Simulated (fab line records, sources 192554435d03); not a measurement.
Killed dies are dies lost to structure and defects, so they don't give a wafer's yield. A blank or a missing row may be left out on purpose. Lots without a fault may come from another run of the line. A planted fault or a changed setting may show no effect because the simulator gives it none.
fab line records | flow n5_finfet
record lots=7 wafers=21
route steps=1938 shown SD_EPI_N@292 SD_EPI_P@321 SD_ACTIVATION@330 ILD0@343 SDB@347 HKMG_FIN@403
start_h: hours from the record's first day to the start of the lot's first wafer shown | wait_h: hours since the lot's step before | " the same as in the row above | L1.1+2: a row that stands for several wafers | - no value, or no start given | * or withheld: withheld | < > ~ a bound
route shown NAME@n: a module of which the file shows steps, and the number in the route of the first | usual: mean/standard deviation of fault-free wafers | same: alike in all rows | chamber/n: place in a boat | sites: the reading at each site | _std_site: their standard deviation | _edge_site: outer sites' mean less inner sites' | radius_mm: how far each site lies from the wafer's centre | mask NAME#n: copy n | behind: the tool/chamber that last shaped the wafer | hold: why the lot was held/for how many hours/how that ended | device: the transistor (n, p or np) that didn't switch | end of line: the same wafers' tests at the end of the route | a step without rows: its recipe alone | killed: dies lost to structure and defects at the first sort, not the wafer's yield | map: a wafer's dies, x killed, . not, _ none there
set.NAME: the setting as run; set.NAME@STEP: as run at that earlier step | model.NAME: the simulator's own value behind a step, which no gauge read
lots whose settings were changed on purpose; a table a step, a row a wafer
## steps
# step N5_SD_EPI_N_PRECLEAN_49
# recipe chemistry=NF3:NH3 afs_cycles=1 temp_c=30 time_s=20 sublimation_temp_c=180 sublimation_time_s=60 pressure_torr=3 rf_power_w=30
# columns lot.wafer tool chamber start_h wait_h set.time_s
L079.3 remote_plasma-02 0 84.53 0.1 23.24
L079.4+5 " 0 " " 20
L087.2+4+5 remote_plasma-01 0 132.26 0.1 20
L089.2+6 remote_plasma-01 0 143.96 0.1 17.69
L089.5 " 0 " " 20
L091.1+4 remote_plasma-02 1 156.27 0.0 20
L091.6 " 1 " " 16.19
L093.2+5+6 remote_plasma-02 0 168.56 0.1 20
L094.3+4+5 remote_plasma-01 0 172.68 0.1 20
L097.1 remote_plasma-02 1 193.92 0.0 20
L097.3+5 " 1 " " 16.36
# step N5_SD_EPI_N_LINER_46
# recipe material=SiNx target_thk_a=30 temp_c=400 ald_precursor_family=SiH2I2 ald_co_reactant=N2/H2-plasma pressure_torr=2
# step N5_SD_EPI_P_EPI_21
# recipe material=SiGe:B dopant=B temp_c=550 pressure_torr=20 ambient=H2 time_s=355
# step N5_SD_EPI_P_HM_STRIP_48
# recipe chemistry=H3PO4 temp_c=160 material=SiNx target=SiNx target_depth_a=30 overetch_fraction=0.3
# columns lot.wafer tool chamber start_h wait_h set.time_s@SD_EPI_N_EPI_21 model.Si-P_of_SD_EPI_N_EPI_21.thk_nm
L079.3 wet_bench-03 4 88.99 0.0 756.8 62.8
L079.4 " 5 " " 690 58.8
L079.5 " 3 " " 690 58.6
L087.2 wet_bench-01 1 136.77 0.0 690 57.6
L087.4 " 0 " " 690 58.2
L087.5 " 6 " " 590.1 53.2
L089.2 wet_bench-03 2 149.78 0.0 690 57.2
L089.5 " 5 " " 690 57.8
L089.6 " 3 " " 600.3 52.8
L091.1 wet_bench-03 5 162.32 0.0 620.6 52.8
L091.4 " 7 " " 690 57
L091.6 " 2 " " 620.6 53.4
L093.2 wet_bench-01 0 173.92 0.0 609.4 54.8
L093.5 " 4 " " 690 59.2
L093.6 " 7 " " 690 59
L094.3 wet_bench-01 2 177.34 0.0 690 59.2
L094.4 " 5 " " 690 58.8
L094.5 " 4 " " 690 59
L097.1 wet_bench-05 4 198.47 0.0 769.9 64.2
L097.3 " 1 " " 690 59.8
L097.5 " 2 " " 690 59
# step N5_SD_EPI_P_SRD_49
# recipe dry=ipa_marangoni time_s=30 temp_c=23 rinse_liquid=diw
# step N5_SD_EPI_P_PRECLEAN_24
# recipe chemistry=O3/DIW time_s=45 temp_c=22 o3_ppm=10
# step N5_SD_ACTIVATION_RTA_00
# recipe temp_c=975 time_s=0 ambient=N2 idle_temp_c=600 ramp_up_c_per_s=150 ramp_down_c_per_s=60 cool_to_c=600
# step N5_SD_ACTIVATION_LSA_01
# recipe temp_c=1080 time_s=0.0008 ambient=N2
# step N5_SD_ACTIVATION_RS_MEAS_03
# recipe thk_meas_gauge=four-point-probe
# usual RS_SD_N=21.85/0.3 RS_SD_P=56.1/0.96
# columns lot.wafer tool chamber start_h wait_h set.time_s@SD_EPI_N_EPI_21 RS_SD_N[ohm/sq] RS_SD_P[ohm/sq]
L079.3 film_metro-01 - 89.59 0.2 756.8 20.46 57.3
L079.4 " - " " 690 21.65 56.5
L079.5 " - " " 690 21.97 57.9
L087.2 film_metro-02 - 137.37 0.2 690 22.14 55.1
L087.4 " - " " 690 21.74 54.7
L087.5 " - " " 590.1 23.94 54.9
L089.2 film_metro-02 - 150.37 0.2 690 22.45 56.4
L089.5 " - " " 690 22.04 56.5
L089.6 " - " " 600.3 24.11 56.9
L091.1 film_metro-02 - 162.89 0.2 620.6 24.14 56.4
L091.4 " - " " 690 22.28 55.6
L091.6 " - " " 620.6 23.89 55.5
L093.2 film_metro-02 - 174.52 0.2 609.4 23.28 55.1
L093.5 " - " " 690 21.80 54.8
L093.6 " - " " 690 21.85 54.5
L094.3 film_metro-01 - 177.95 0.2 690 21.62 56.0
L094.4 " - " " 690 21.80 55.8
L094.5 " - " " 690 21.90 56.4
L097.1 film_metro-02 - 199.04 0.2 769.9 19.80 54.8
L097.3 " - " " 690 21.43 55.4
L097.5 " - " " 690 21.50 55.1
# step N5_ILD0_ALD_15
# recipe material=SiNx target_thk_a=240 temp_c=400 ald_precursor_family=SiH2I2 ald_co_reactant=N2/H2-plasma pulse_time_s=1 ald_cycles=480 purge_time_s=2 co_reactant_purge_time_s=2 pressure_torr=2
# columns lot.wafer tool chamber start_h wait_h set.ald_cycles model.SiNx_of_ILD0_ALD_15.thk_nm
L079.3+4+5 ald_sin-01 1,2,0 94.36 0.4 480 24
L087.2 ald_sin-01 2 142.09 0.5 480 23.8
L087.4 " 0 " " 522 26
L087.5 " 0 143.17 1.2 480 24
L089.2+5 ald_sin-02 3 154.73 0.5 519 26
L089.6 " 2 155.82 1.1 480 24
L091.1 ald_sin-02 2 166.97 0.6 536 27
L091.4+6 " 1,3 " " 480 24
L093.2 ald_sin-02 3 178.58 0.5 480 24.2
L093.5 " 2 179.66 1.2 480 24
L093.6 " 1 " " 456 22.8
L094.3+4+5 ald_sin-02 1,3,1 182.00 0.4 480 24
L097.1+5 ald_sin-04 2 203.47 0.6 480 24
L097.3 " 1 " " 530 26.6
# step N5_SDB_HM_DEP_00
# recipe material=SiNx target_thk_a=400 temp_c=400 precursor=SiH4/NH3/N2 pressure_torr=1.5 rf_w=300 time_s=35.3
# columns lot.wafer tool chamber start_h wait_h set.time_s model.SiNx_of_SDB_HM_DEP_00.thk_nm
L079.3 pecvd-03 2 96.93 0.0 35.3 39.2
L079.4 " 0 " " 35.3 40.2
L079.5 " 2 " " 30.54 34.4
L087.2 pecvd-03 0 144.64 0.0 35.3 39.2
L087.4 " 0 " " 33.36 37
L087.5 " 1 " " 33.36 39
L089.2 pecvd-01 1 157.29 0.0 35.3 39.6
L089.5 " 0 " " 38.81 44.8
L089.6 " 1 " " 35.3 40
L091.1 pecvd-01 0 169.58 0.0 35.3 39.2
L091.4 " 2 " " 35.3 40
L091.6 " 1 " " 35.3 39.6
L093.2 pecvd-03 2 181.13 0.0 35.3 39.2
L093.5 " 1 " " 33.22 38.2
L093.6 " 0 " " 35.3 40
L094.3 pecvd-01 2 184.94 0.0 35.3 40
L094.4 " 1 " " 35.3 39.8
L094.5 " 2 " " 35.3 40.4
L097.1 pecvd-03 1 206.03 0.0 35.3 39.2
L097.3 " 1 " " 35.3 40.8
L097.5 " 0 " " 35.3 40.2
# step N5_SDB_COAT_03
# recipe resist=SOC temp_c=250 time_s=60 spin_rpm=1500 resist_thk_nm=100
# step N5_SDB_COAT_04
# recipe resist=SiARC temp_c=220 time_s=60 spin_rpm=1500 resist_thk_nm=18
# step N5_SDB_STRIP_19
# recipe chemistry=N2/H2 temp_c=40 n2_flow_sccm=200 h2_flow_sccm=200 rf_frequency_hz=6e+07
# step N5_SDB_STRIP_21
# recipe chemistry=CF4 resist=SiARC power_w=300 bias_power_w=75 pressure_mtorr=50 cf4_flow_sccm=150 rf_frequency_hz=6e+07
# step N5_SDB_HM_OPEN_20
# recipe chemistry=CH3F/O2 target=SiNx mask_material=SOC target_depth_a=240 stop_on=poly-Si over_etch_frac=0.4 ion_energy_ev=120 pressure_mtorr=30 source_w=395 bias_w=73 Ar_flow_sccm=150 CH3F_flow_sccm=30 O2_flow_sccm=20
# columns lot.wafer tool chamber start_h wait_h set.time_s@SDB_HM_DEP_00 model.etch.depth_nm
L079.3 rie_diel-01 3 97.73 0.0 35.3 23.26
L079.4 " 1 " " 35.3 24.11
L079.5 " 2 " " 30.54 18.41
L087.2 rie_diel-05 3 145.49 0.0 35.3 23.25
L087.4 " 0 " " 33.36 21.06
L087.5 " 1 " " 33.36 23.01
L089.2 rie_diel-05 1 158.21 0.0 35.3 23.69
L089.5 " 1 " " 38.81 28.71
L089.6 " 2 " " 35.3 23.97
L091.1 rie_diel-02 0 170.36 0.0 35.3 23.14
L091.4 " 1 " " 35.3 24.04
L091.6 " 0 " " 35.3 23.63
L093.2 rie_diel-02 2 182.32 0.0 35.3 23.22
L093.5 " 2 " " 33.22 22.19
L093.6 " 1 " " 35.3 23.98
L094.3 rie_diel-01 2 185.71 0.0 35.3 23.96
L094.4 " 1 " " 35.3 23.86
L094.5 " 1 " " 35.3 24.38
L097.1 rie_diel-01 1 206.84 0.0 35.3 23.25
L097.3 " 3 " " 35.3 24.73
L097.5 " 3 " " 35.3 24.11
# step N5_SDB_STRIP_22
# recipe chemistry=N2/H2 power_w=1000 temp_c=250 h2_frac=0.65 overash_fraction=0.3 pressure_mtorr=withheld n2_flow_sccm=1750 h2_flow_sccm=3250
# step N5_SDB_PRECLEAN_23
# recipe chemistry=dHF time_s=30 temp_c=25 dilution=withheld
# step N5_SDB_DUMMY_REMOVE_24
# recipe chemistry=TMAH temp_c=70 target=poly-Si stop_on=SiO2 target_depth_nm=142 conc_wt_pct=5 time_s=57 dry=ipa_marangoni rinse_time_s=30 rinse_temp_c=23
# step N5_SDB_ETCH_25
# recipe chemistry=C4F6/O2 target=SiO2 target_depth_a=100 time_s=3.3 ion_energy_ev=250 mask_material=SiNx pressure_mtorr=30 source_w=345 bias_w=185 Ar_flow_sccm=300 C4F6_flow_sccm=10 O2_flow_sccm=10
# step N5_SDB_CUT_ETCH_26
# recipe chemistry=HBr/Cl2/O2 target=Si target_depth_a=1296 bt_time_s=20 mask_material=SiNx time_s=51.8 ion_energy_ev=* bias_w=* pressure_mtorr=10 icp_w=800 HBr_flow_sccm=150 Cl2_flow_sccm=80 O2_flow_sccm=12
# columns lot.wafer tool chamber start_h wait_h set.time_s@SDB_HM_DEP_00 model.SiNx_of_SDB_HM_DEP_00.thk_nm
L079.3 rie_si-03 3 98.12 0.1 35.3 21.4
L079.4 " 2 " " 35.3 22.2
L079.5 " 0 " " 30.54 16.4
L087.2 rie_si-06 0 145.87 0.1 35.3 21.2
L087.4 " 2 " " 33.36 19.2
L087.5 " 2 " " 33.36 21.2
L089.2 rie_si-01 2 158.79 0.1 35.3 21.2
L089.5 " 0 " " 38.81 26.2
L089.6 " 1 " " 35.3 22
L091.1 rie_si-01 2 170.75 0.1 35.3 20.8
L091.4 " 1 " " 35.3 22.4
L091.6 " 2 " " 35.3 21.4
L093.2 rie_si-01 0 183.17 0.1 35.3 21
L093.5 " 1 " " 33.22 20.4
L093.6 " 0 " " 35.3 21.6
L094.3 rie_si-06 2 186.22 0.1 35.3 22.4
L094.4 " 3 " " 35.3 22.2
L094.5 " 0 " " 35.3 22.6
L097.1 rie_si-03 1 207.22 0.1 35.3 21.6
L097.3 " 2 " " 35.3 22.8
L097.5 " 2 " " 35.3 22.2
# step N5_SDB_PRECLEAN_38
# recipe chemistry=dHF time_s=10 dilution=750:1 temp_c=25
# columns lot.wafer tool chamber start_h wait_h set.time_s@SDB_HM_DEP_00 model.SiNx_of_SDB_HM_DEP_00.thk_nm
L079.3 wet_bench-04 4 98.24 0.1 35.3 21.2
L079.4 " 7 " " 35.3 22.2
L079.5 " 3 " " 30.54 16.4
L087.2 wet_bench-06 4 145.99 0.1 35.3 21.2
L087.4 " 2 " " 33.36 19.2
L087.5 " 3 " " 33.36 21.2
L089.2 wet_bench-04 7 158.91 0.1 35.3 21.2
L089.5 " 3 " " 38.81 26
L089.6 " 6 " " 35.3 22
L091.1 wet_bench-06 6 170.86 0.1 35.3 20.8
L091.4 " 1 " " 35.3 22.2
L091.6 " 2 " " 35.3 21.2
L093.2 wet_bench-06 2 183.29 0.1 35.3 20.8
L093.5 " 1 " " 33.22 20.4
L093.6 " 3 " " 35.3 21.4
L094.3+4 wet_bench-04 1,7 186.34 0.1 35.3 22.2
L094.5 " 2 " " 35.3 22.4
L097.1 wet_bench-02 1 207.34 0.1 35.3 21.6
L097.3 " 2 " " 35.3 22.8
L097.5 " 4 " " 35.3 22.2
# step N5_HKMG_FIN_ETCH_55
# recipe chemistry=N2/H2 target=SOC target_depth_a=2400 temp_c=40 time_s=300 ion_energy_ev=200 mask_material=SiARC pressure_mtorr=30 source_w=840 bias_w=150 n2_flow_sccm=200 h2_flow_sccm=200
# columns lot.wafer tool chamber start_h wait_h set.time_s model.etch.depth_nm model.HKMG_FIN.feature_depth_nm model.SiARC_of_HKMG_FIN_COAT_42.thk_nm
L079.3 rie_diel-01 0 103.00 0.0 348.2 274.9 274.8 18.8
L079.4 " 1 " " 300 250.7 250.6 20.4
L079.5 " 2 " " 300 238.7 238.8 21
L087.2 rie_diel-02 1 150.86 0.0 276.5 219.8 219.8 22.2
L087.4 " 0 " " 276.5 219.6 219.6 22.2
L087.5 " 3 " " 276.5 224.3 224.4 22.2
L089.2 rie_diel-05 1 163.70 0.0 273.6 215.5 215.4 22.6
L089.5 " 1 " " 300 237.6 237.6 21
L089.6 " 2 " " 300 234.6 234.6 21.8
L091.1 rie_diel-05 0 175.83 0.0 249.1 202.7 202.8 23.2
L091.4 " 3 " " 300 253.9 254 20.6
L091.6 " 0 " " 300 245.9 245.8 20.6
L093.2 rie_diel-02 0 188.17 0.0 300 240.5 240.4 21
L093.5 " 2 " " 300 244.4 244.4 20.8
L093.6 " 3 " " 300 243.6 243.6 21.4
L094.3 rie_diel-05 2 191.25 0.0 300 231.8 231.8 22
L094.4 " 1 " " 300 237.8 237.8 21.2
L094.5 " 3 " " 300 252.3 252.4 21
L097.1 rie_diel-05 1 212.18 0.0 300 236.4 236.4 21.2
L097.3 " 2 " " 347.2 269.3 269.2 19.8
L097.5 " 3 " " 347.2 290.1 290 18.8
# step N5_HKMG_FIN_CVD_62
# recipe material=a-Si target_thk_a=30 temp_c=500 precursor=Si2H6 pressure_torr=1 time_s=20.8
# columns lot.wafer tool chamber start_h wait_h set.temp_c model.a-Si_of_HKMG_FIN_CVD_62.thk_nm
L079.3+4+5 thermal_cvd_si-02 0,1,0 104.70 0.2 500 3
L087.2+5 thermal_cvd_si-01 2 152.49 0.2 500 2.8
L087.4 " 0 " " 500 3
L089.2 thermal_cvd_si-01 2 165.34 0.2 500 3
L089.5+6 " 2,0 " " 500 3.2
L091.1 thermal_cvd_si-01 0 177.54 0.2 482.2 2
L091.4 " 1 " " 482.2 1.8
L091.6 " 2 " " 500 3
L093.2+5 thermal_cvd_si-01 2 189.81 0.2 500 2.8
L093.6 " 0 " " 500 3
L094.3+4+5 thermal_cvd_si-02 2,0,2 192.90 0.2 500 2.8
L097.1 thermal_cvd_si-01 0 213.82 0.2 500 3
L097.3 " 2 " " 500 2.8
L097.5 " 1 " " 518.2 5
# step N5_HKMG_FIN_EXPOSE_09
# recipe mask_id=NWFM na=1.35 source_shape=conventional sigma_outer=0.8 polarization=unpolarized target_cd_nm=98 dose_mj=39.25
# columns lot.wafer tool chamber start_h wait_h mask set.dose_mj
L079.3+4+5 arfi_scanner-02 0 106.24 - NWFM#0 39.25
L087.2 arfi_scanner-02 0 153.98 - NWFM#0 40.6
L087.4+5 " 0 " " NWFM#0 39.25
L089.2+5 arfi_scanner-02 0 166.77 - NWFM#0 37.83
L089.6 " 0 " " NWFM#0 39.25
L091.1+4 arfi_scanner-01 0 179.23 - NWFM#0 39.25
L091.6 " 0 " " NWFM#0 41.22
L093.2 arfi_scanner-01 0 191.33 - NWFM#0 39.25
L093.5+6 " 0 " " NWFM#0 36.76
L094.3+4+5 arfi_scanner-02 0 194.35 - NWFM#0 39.25
L097.1+3+5 arfi_scanner-03 0 215.34 - NWFM#0 39.25
# step N5_HKMG_FIN_PEB_10
# recipe peb_temp_c=withheld peb_time_s=60 resist=CAR-ArF
# step N5_HKMG_FIN_DEVELOP_11
# recipe develop_time_s=30 developer=TMAH resist=CAR-ArF dev_temp_c=23 rinse_liquid=diw dry=air_spin
# step N5_HKMG_FIN_CD_MEAS_12
# recipe target_cd_nm=92.8 landing_energy_ev=500 detector=se_inlens
# usual cd_nm=93.4/0.61
# columns lot.wafer tool chamber start_h wait_h set.dose_mj@HKMG_FIN_EXPOSE_09 cd_nm
L079.3 cd_sem-02 0 106.36 - 39.25 93.8
L079.4 " 0 " " 39.25 93.4
L079.5 " 0 " " 39.25 93.6
L087.2 cd_sem-01 0 154.10 - 40.6 95.3
L087.4 " 0 " " 39.25 93.9
L087.5 " 0 " " 39.25 93.1
L089.2 cd_sem-03 0 166.89 - 37.83 91.9
L089.5 " 0 " " 37.83 90.8
L089.6 " 0 " " 39.25 94.4
L091.1 cd_sem-03 0 179.36 - 39.25 93.3
L091.4 " 0 " " 39.25 93.8
L091.6 " 0 " " 41.22 96.0
L093.2 cd_sem-03 0 191.45 - 39.25 92.4
L093.5 " 0 " " 36.76 89.0
L093.6 " 0 " " 36.76 88.5
L094.3 cd_sem-02 0 194.47 - 39.25 94.3
L094.4 " 0 " " 39.25 93.3
L094.5 " 0 " " 39.25 93.3
L097.1 cd_sem-01 0 215.47 - 39.25 93.4
L097.3 " 0 " " 39.25 92.8
L097.5 " 0 " " 39.25 93.6
# step N5_HKMG_FIN_DESCUM_17
# recipe chemistry=O2 time_s=7.9 source_power_w=50 bias_power_w=20 pressure_mtorr=20 rf_frequency_hz=2.712e+07 temp_c=40 resist=CAR-ArF o2_flow_sccm=225
# columns lot.wafer tool chamber start_h wait_h set.dose_mj@HKMG_FIN_EXPOSE_09 model.HKMG_FIN.cd_nm
L079.3 rie_diel-05 2 106.44 0.0 39.25 93.8
L079.4 " 3 " " 39.25 93.4
L079.5 " 3 " " 39.25 93.6
L087.2 rie_diel-01 2 154.74 0.6 40.6 95.2
L087.4 " 3 " " 39.25 93.8
L087.5 " 2 " " 39.25 93.4
L089.2 rie_diel-05 2 166.98 0.0 37.83 92
L089.5 " 2 " " 37.83 91.2
L089.6 " 1 " " 39.25 94.2
L091.1 rie_diel-02 2 180.06 0.7 39.25 93.2
L091.4 " 0 " " 39.25 93.6
L091.6 " 1 " " 41.22 96.2
L093.2 rie_diel-02 1 191.54 0.0 39.25 92.2
L093.5 " 1 " " 36.76 88.6
L093.6 " 2 " " 36.76 88.2
L094.3 rie_diel-05 3 194.55 0.0 39.25 93.8
L094.4+5 " 0,2 " " 39.25 93.4
L097.1 rie_diel-05 3 215.55 0.0 39.25 93.2
L097.3 " 2 " " 39.25 93
L097.5 " 3 " " 39.25 93.6
# step N5_HKMG_FIN_ETCH_35
# recipe chemistry=N2/H2 target=SOC target_depth_a=2158 ion_energy_ev=65 bias_w=5 source_w=3000 time_s=243.4 pressure_mtorr=30 n2_flow_sccm=200 h2_flow_sccm=200
# usual rf_vpp_V=141.7/1
# columns lot.wafer tool chamber start_h wait_h set.source_w rf_vpp_V model.SOC_of_HKMG_FIN_COAT_29.thk_nm model.etch.depth_nm model.HKMG_FIN.feature_depth_nm
L079.3 rie_diel-05 2 106.75 0.0 2472 152.8 122.8 177.8 177.8
L079.4 " 3 " " 3000 139.4 75.8 225.5 225.4
L079.5 " 3 " " 2472 150.4 112.2 189.5 189.6
L087.2 rie_diel-01 2 155.04 0.0 3000 140.6 86 213.5 213.6
L087.4 " 3 " " 3000 141.1 75.4 224.1 224
L087.5 " 2 " " 3000 141.0 87.2 212.5 212.4
L089.2 rie_diel-05 2 167.28 0.0 3000 143.5 90.8 208.7 208.6
L089.5 " 2 " " 3167 139.9 80.2 219.1 219
L089.6 " 1 " " 3167 137.4 76.2 223.7 223.8
L091.1 rie_diel-02 2 180.37 0.0 3000 142.1 82 218 218
L091.4 " 0 " " 3000 142.0 86 213.9 213.8
L091.6 " 1 " " 3000 142.0 87.6 212.5 212.6
L093.2 rie_diel-02 1 191.84 0.0 3506 133.9 56.2 244.2 244.2
L093.5 " 1 " " 3000 142.4 87.4 213.2 213.2
L093.6 " 2 " " 3506 134.7 52.6 248.3 248.2
L094.3 rie_diel-05 3 194.85 0.0 3000 140.9 72.4 226.7 226.8
L094.4 " 0 " " 3000 142.1 83.8 215.1 215.2
L094.5 " 2 " " 3000 142.9 89.4 210.2 210.2
L097.1 rie_diel-05 3 215.86 0.0 3000 141.2 71.4 228.6 228.6
L097.3 " 2 " " 3000 142.1 88.2 212.1 212
L097.5 " 3 " " 3000 140.5 72.8 226.5 226.6
## key
split step=N5_SD_EPI_N_PRECLEAN_49 setting=time_s stated=20 by=wafer
response none clear
split step=N5_ILD0_ALD_15 setting=ald_cycles stated=480 by=wafer
response step=N5_ILD0_ALD_15 reading=model.SiNx_of_ILD0_ALD_15.thk_nm change=+0.25 per=1% r=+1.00
split step=N5_SDB_HM_DEP_00 setting=time_s stated=35.3 by=wafer
response step=N5_SDB_HM_DEP_00 reading=model.SiNx_of_SDB_HM_DEP_00.thk_nm change=+0.394 per=1% r=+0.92
response step=N5_SDB_HM_OPEN_20 reading=model.etch.depth_nm change=+0.39 per=1% r=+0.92
response step=N5_SDB_CUT_ETCH_26 reading=model.SiNx_of_SDB_HM_DEP_00.thk_nm change=+0.374 per=1% r=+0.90
response step=N5_SDB_PRECLEAN_38 reading=model.SiNx_of_SDB_HM_DEP_00.thk_nm change=+0.361 per=1% r=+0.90
split step=N5_HKMG_FIN_ETCH_55 setting=time_s stated=300 by=wafer
response step=N5_HKMG_FIN_ETCH_55 reading=model.etch.depth_nm change=+2.47 per=1% r=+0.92
response step=N5_HKMG_FIN_ETCH_55 reading=model.HKMG_FIN.feature_depth_nm change=+2.46 per=1% r=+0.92
response step=N5_HKMG_FIN_ETCH_55 reading=model.SiARC_of_HKMG_FIN_COAT_42.thk_nm change=-0.132 per=1% r=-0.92
split step=N5_HKMG_FIN_CVD_62 setting=temp_c stated=500 by=wafer
response step=N5_HKMG_FIN_CVD_62 reading=model.a-Si_of_HKMG_FIN_CVD_62.thk_nm change=+0.446 per=1% r=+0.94
split step=N5_HKMG_FIN_EXPOSE_09 setting=dose_mj stated=39.25 by=wafer
response step=N5_HKMG_FIN_CD_MEAS_12 reading=cd_nm change=+0.592 per=1% r=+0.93
response step=N5_HKMG_FIN_DESCUM_17 reading=model.HKMG_FIN.cd_nm change=+0.587 per=1% r=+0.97
split step=N5_HKMG_FIN_ETCH_35 setting=source_w stated=3000 by=wafer
response step=N5_HKMG_FIN_ETCH_35 reading=rf_vpp_V change=-0.605 per=1% r=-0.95
response step=N5_HKMG_FIN_ETCH_35 reading=model.SOC_of_HKMG_FIN_COAT_29.thk_nm change=-2.18 per=1% r=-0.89
response step=N5_HKMG_FIN_ETCH_35 reading=model.etch.depth_nm change=+2.18 per=1% r=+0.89
response step=N5_HKMG_FIN_ETCH_35 reading=model.HKMG_FIN.feature_depth_nm change=+2.18 per=1% r=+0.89
split outside_this_file step=N5_SD_EPI_N_EPI_21 setting=time_s
# split outside_this_file: this setting was split too, and the file shows its column; the key of that split is in another file
